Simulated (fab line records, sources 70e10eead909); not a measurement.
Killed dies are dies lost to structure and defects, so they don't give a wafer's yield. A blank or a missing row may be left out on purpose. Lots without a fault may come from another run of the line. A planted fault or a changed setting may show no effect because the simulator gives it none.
Which tool did it? | flow nand_harc | 13 lots, 35 wafers sampled, at 1 step of a route of 1302

WHAT THE GAUGES READ, wafer by wafer
NHARC_A_M0_THK_MEAS_24: measures by xrf. Usual: thk_nm 114.0 nm, standard deviation 1.4.
lot  | measured     | on            | thk_nm (nm)       | flag
L449 | day 22 23:28 | film_metro-02 | 116.0 114.0 114.7 |
L452 | day 23 16:45 | film_metro-02 | 113.1 111.0 112.2 |
L451 | day 24 01:46 | film_metro-01 | 114.9 114.9 115.4 |
L456 | day 25 08:46 | film_metro-01 | 112.1 113.5 112.0 |
L453 | day 25 11:29 | film_metro-01 | 115.1 115.2 112.5 |
L460 | day 26 17:55 | film_metro-01 | 115.5 112.9 115.4 |
L464 | day 29 00:02 | film_metro-01 | 115.5 114.9 114.9 |
L462 | day 29 04:11 | film_metro-02 | 113.3 115.6 114.6 |
L465 | day 29 05:19 | film_metro-01 | 113.8 115.5       |
L466 | day 30 02:00 | film_metro-01 | 112.6 116.2       |
L467 | day 30 17:43 | film_metro-01 | 114.2             |
L469 | day 31 07:10 | film_metro-01 | 114.0 111.9 113.1 |
L470 | day 31 08:23 | film_metro-01 | 112.7 116.6 112.1 |

WHICH TOOL RAN EACH LOT (tool, then ch and the chambers of the sampled wafers, then the start)
The record holds no process step before these readings.

WHAT THE TOOLS THEMSELVES READ (means of the sampled wafers that have a number; where no wafer has one, the mark that the record gives instead)
The record holds no such reading with a usual standard deviation.

THE ANSWER, worked out from the rows above alone
Rule: a lot is off if the mean of its wafers that have a number lies more than 3 standard deviations from the usual mean. A lot without any number at a reading at which 4 lots or more have one is off too. The other lots that the step has rows for count as sound. The gauges are gone through in route order, then the tools' own readings, and for those a lot's mean is taken as printed above. The first step at which some lot is off is used, and at that step the reading that is off furthest; a lot without a number counts as furthest.
No lot is off at any reading shown: from this, nothing can be told.

WHAT THE SIMULATOR HAD PUT IN
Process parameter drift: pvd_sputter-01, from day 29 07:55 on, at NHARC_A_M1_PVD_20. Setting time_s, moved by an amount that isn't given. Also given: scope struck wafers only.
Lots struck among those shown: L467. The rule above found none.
